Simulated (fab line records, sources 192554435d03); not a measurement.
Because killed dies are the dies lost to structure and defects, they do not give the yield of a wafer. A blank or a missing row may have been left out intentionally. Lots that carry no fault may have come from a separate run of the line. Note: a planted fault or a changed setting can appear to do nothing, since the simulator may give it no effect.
Which of the tools did it?    flow n5 finfet    30 wafers from 10 lots sampled at 6 of the route's 1938 steps

== WHAT THE GAUGES SHOWED, per wafer ==
N5_BEOL_M7_RS_MEAS_57: measurement is done with a four-point probe. Usual: for M7_RS the level is 0.285 ohm/sq and the standard deviation is 0.0083.
lot   measured      on             M7_RS (ohm/sq)     flag
L332  day 10 03:42  film metro-02  0.295 0.281 0.285  
L331  day 10 10:49  film metro-01  0.279 0.299 0.287  
L333  day 10 11:20  film metro-02  0.281 0.296 0.270  
L334  day 11 05:31  film metro-01  0.277 0.283 0.290  
L335  day 11 08:27  film metro-02  0.289 0.280 0.295  
L346  day 13 06:19  film metro-01  0.283 0.272 0.273  
L345  day 13 12:04  film metro-02  0.300 0.290 0.287  
L347  day 14 01:49  film metro-02  0.286 0.281 0.279  
L348  day 14 09:55  film metro-01  0.288 0.276 0.294  
L350  day 15 02:19  film metro-01  0.275 0.285 0.287  

N5_BEOL_M7_INSPECT_58: inspects for defects (darkfield). Usual: 73 for raw defect count, sd 22.
lot   measured      on                 raw defect count  flag
L332  day 10 03:44  defect inspect-02  51 48 56          
L331  day 10 10:50  defect inspect-01  59 37 45          
L333  day 10 11:22  defect inspect-02  70 82 118         
L334  day 11 05:33  defect inspect-02  380 63 59         OFF
L335  day 11 08:29  defect inspect-01  85 361 32         OFF
L346  day 13 06:21  defect inspect-01  81 88 73          
L345  day 13 12:05  defect inspect-02  84 51 89          
L347  day 14 01:50  defect inspect-02  61 42 53          
L348  day 14 09:56  defect inspect-02  79 66 65          
L350  day 15 02:20  defect inspect-01  32 60 36          

N5_BEOL_M8_INSPECT_13: inspects for defects (brightfield). Usual: 418 for raw defect count, sd 110.
lot   measured      on                 raw defect count  flag
L332  day 10 07:53  defect inspect-01  357 415 369       
L331  day 10 14:40  defect inspect-01  239 189 212       
L333  day 10 15:01  defect inspect-01  506 429 440       
L334  day 11 08:34  defect inspect-02  752 581 519       
L335  day 11 10:20  defect inspect-02  411 643 525       
L346  day 13 07:58  defect inspect-01  354 435 369       
L345  day 13 14:31  defect inspect-02  545 374 701       
L347  day 14 07:40  defect inspect-02  463 385 422       
L348  day 14 12:11  defect inspect-01  289 297 318       
L350  day 15 04:25  defect inspect-01  272 391 307       

== EACH LOT AND THE TOOL THAT RAN IT (in order: tool; ch and the chambers of the sampled wafers; start) ==
lot   N5_BEOL_M7_STRIP_80                            N5_BEOL_M7_PRE_CLEAN_45       N5_BEOL_M7_DEP_56
L332  rie diel-05 ch 1,2,3, day 10 01:46 or earlier  pvd sputter-01, day 10 01:46  pecvd-03 ch 0,1, day 10 03:38
L331  rie diel-03 ch 0,2,3, day 10 08:27 or earlier  pvd sputter-03, day 10 08:27  pecvd-02 ch 0,1, day 10 10:44
L333  rie diel-02 ch 0,2,3, day 10 08:58 or earlier  pvd sputter-02, day 10 08:58  pecvd-02 ch 0,1, day 10 11:14
L334  rie diel-03 ch 0,1, day 11 01:48 or earlier    pvd sputter-01, day 11 01:48  pecvd-02 ch 0,1,2, day 11 05:28
L335  rie diel-02 ch 0,1,3, day 11 06:38 or earlier  pvd sputter-01, day 11 06:38  pecvd-02 ch 0,2, day 11 08:23
L346  rie diel-02 ch 0,1,3, day 13 04:34 or earlier  pvd sputter-02, day 13 04:34  pecvd-04 ch 0,1,2, day 13 06:15
L345  rie diel-05 ch 0,1, day 13 10:22 or earlier    pvd sputter-01, day 13 10:22  pecvd-04 ch 0,1, day 13 11:59
L347  rie diel-03 ch 0,2, day 14 00:16 or earlier    pvd sputter-03, day 14 00:16  pecvd-03 ch 0,1,2, day 14 01:44
L348  rie diel-03 ch 0,1,2, day 14 07:45 or earlier  pvd sputter-02, day 14 07:45  pecvd-04 ch 1,2, day 14 09:50
L350  rie diel-03 ch 0,1,2, day 14 23:19 or earlier  pvd sputter-03, day 14 23:19  pecvd-04 ch 0,1,2, day 15 02:14
- N5_BEOL_M7_STRIP_80: strips in N2/H2, time 10 s.
- N5_BEOL_M7_PRE_CLEAN_45: time 30 s.
- N5_BEOL_M7_DEP_56: deposits SiCN from 3MS/NH3, target thk 10 nm, time 17.5 s.

== WHAT THE TOOLS THEMSELVES READ (means of the sampled wafers that have a number; where no wafer has one, the mark that the record gives instead) ==
N5_BEOL_M7_STRIP_80. Usual: drypump motor current A 5.8 A, standard deviation 0.49; oes product au 0.79 a.u., standard deviation 0.07; rf vpp V 59.2 V, standard deviation 0.99; showerhead plenum p Torr 2.53 Torr, standard deviation 0.053; temp c 40.00 C, standard deviation 0.11; throttle valve pct 23.6 %, standard deviation 0.36.
lot   tool         drypump motor current A (A)  oes product au (a.u.)  rf vpp V (V)  showerhead plenum p Torr (Torr)  temp c (C)  throttle valve pct (%)  flag
L332  rie diel-05  6.0                          0.78                   58.7          2.54                             40.05       23.5                    
L331  rie diel-03  5.9                          0.77                   59.9          2.54                             40.02       23.7                    
L333  rie diel-02  5.8                          0.77                   59.7          2.52                             39.93       23.7                    
L334  rie diel-03  5.0                          0.85                   60.1          2.55                             40.05       23.5                    
L335  rie diel-02  5.5                          0.80                   59.1          2.49                             40.06       23.8                    
L346  rie diel-02  5.5                          0.78                   58.4          2.49                             40.06       23.8                    
L345  rie diel-05  5.8                          0.89                   58.9          2.53                             40.11       23.4                    
L347  rie diel-03  5.6                          0.89                   59.7          2.54                             39.87       23.4                    
L348  rie diel-03  5.3                          0.85                   59.1          2.54                             40.00       23.5                    
L350  rie diel-03  5.3                          0.84                   59.0          2.54                             40.07       23.5                    

N5_BEOL_M7_PRE_CLEAN_45. Usual: heater power w 326 W, standard deviation 18; susceptor temp C 249.98 C, standard deviation 0.16.
lot   tool            heater power w (W)  susceptor temp C (C)  flag
L332  pvd sputter-01  312                 250.02                
L331  pvd sputter-03  326                 250.12                
L333  pvd sputter-02  328                 249.94                
L334  pvd sputter-01  313                 249.97                
L335  pvd sputter-01  327                 250.00                
L346  pvd sputter-02  323                 249.95                
L345  pvd sputter-01  329                 249.96                
L347  pvd sputter-03  342                 249.96                
L348  pvd sputter-02  336                 249.75                
L350  pvd sputter-03  328                 250.04                

N5_BEOL_M7_DEP_56. Usual: showerhead plenum p Torr 3.670 Torr, standard deviation 0.011; throttle valve pct 9.0 %, standard deviation 0.52.
lot   tool      showerhead plenum p Torr (Torr)  throttle valve pct (%)  flag
L332  pecvd-03  3.679                            8.7                     
L331  pecvd-02  3.666                            9.5                     
L333  pecvd-02  3.663                            9.5                     
L334  pecvd-02  3.664                            9.3                     
L335  pecvd-02  3.665                            9.1                     
L346  pecvd-04  3.665                            9.2                     
L345  pecvd-04  3.670                            9.1                     
L347  pecvd-03  3.679                            8.7                     
L348  pecvd-04  3.661                            9.7                     
L350  pecvd-04  3.663                            9.4                     

== THE ANSWER, worked out from the rows above alone ==
Rule: take the mean of a lot's wafers that have a number; if it is more than 3 standard deviations from the usual mean, the lot is off. A lot without any number at a reading at which 4 lots or more have one is off too. The other lots that the step has rows for count as sound. After the gauges, taken in route order, come the tools' own readings; for these a lot's mean is taken, as printed above. The first step at which some lot is off is used, and at that step the reading that is off furthest; a lot without a number counts as furthest.
Off at N5_BEOL_M7_INSPECT_58 (raw defect count): L334, L335.
If a tool, at a process step before that reading, ran all the lots that are off and no sound lot after the first of them, it fits. Those tools and the gauges at N5_BEOL_M7_INSPECT_58 are tried in the same way. N5_BEOL_M7_STRIP_80: start missing for some lots; hours and lot order therefore follow N5_BEOL_M7_PRE_CLEAN_45. One fits: N5_BEOL_M7_DEP_56 on pecvd-02. A fault onset in the window from L333 (day 10 11:14, its last sound lot) to L334 (day 11 05:28, its first lot off) fits.

== WHAT THE SIMULATOR HAD PUT IN ==
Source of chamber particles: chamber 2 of pecvd-02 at N5_BEOL_M7_DEP_56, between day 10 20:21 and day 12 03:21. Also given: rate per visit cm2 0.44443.
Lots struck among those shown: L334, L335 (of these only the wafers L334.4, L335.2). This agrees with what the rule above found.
